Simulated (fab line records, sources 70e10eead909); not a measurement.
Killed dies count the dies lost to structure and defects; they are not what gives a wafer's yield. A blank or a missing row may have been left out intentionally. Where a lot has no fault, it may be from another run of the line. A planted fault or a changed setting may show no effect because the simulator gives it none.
Matching of chambers	flow nand harc	cmp-03 running NHARC_A_STAIRCASE_CMP_152: 4 sister chambers
The step polishes. 14 wafers are shown with their chamber, then 7 later ones without.

== WAFERS, EACH WITH ITS CHAMBER ==
wafer	chamber	motor current A (A)
L076.1	2	12.3
L076.4	1	12.9
L076.6	1	12.7
L088.4	1	13.2
L088.5	0	12.6
L088.6	1	13.4
L087.4	3	14.4
L087.5	2	11.8
L087.6	1	12.6
L093.1	0	13.8
L093.2	3	14.8
L093.3	1	12.5
L090.2	3	15.1
L090.4	1	12.8

SIGNATURES (means of the wafers above)
reading	chamber 0	chamber 1	chamber 2	chamber 3	scatter within a chamber
motor current A	13.200	12.871	12.050	14.767	0.415
Rule: for a wafer and a chamber, the distance is found by dividing, reading by reading, the gap between the wafer's reading and the chamber's mean by the reading's scatter, squaring, summing and taking the root. The wafer belongs to the nearest chamber; if the next one is less than 2 further off, it can't be placed. The scatter is the square root of a quotient: the sum, over the shown wafers, of each reading's squared deviation from its chamber's mean, divided by wafers minus chambers.

== WAFERS WITH NO CHAMBER GIVEN ==
wafer	motor current A (A)
L090.5	12.9
L091.2	12.9
L091.4	14.8
L091.6	11.4
L097.1	12.3
L097.2	14.3
L097.6	11.5

== WHICH CHAMBER EACH WENT THROUGH ==
wafer	from the rows above	in truth
L090.5	can't be placed: 1 or 0 or 2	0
L091.2	can't be placed: 1 or 0 or 2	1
L091.4	3	3
L091.6	can't be placed: 2 or 1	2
L097.1	can't be placed: 2 or 1 or 0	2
L097.2	can't be placed: 3 or 0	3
L097.6	can't be placed: 2 or 1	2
1 of 7 placed correctly. Cannot be placed on the basis of these rows: 6; the candidates contain the true chamber in 6. Number placed wrongly: 0.
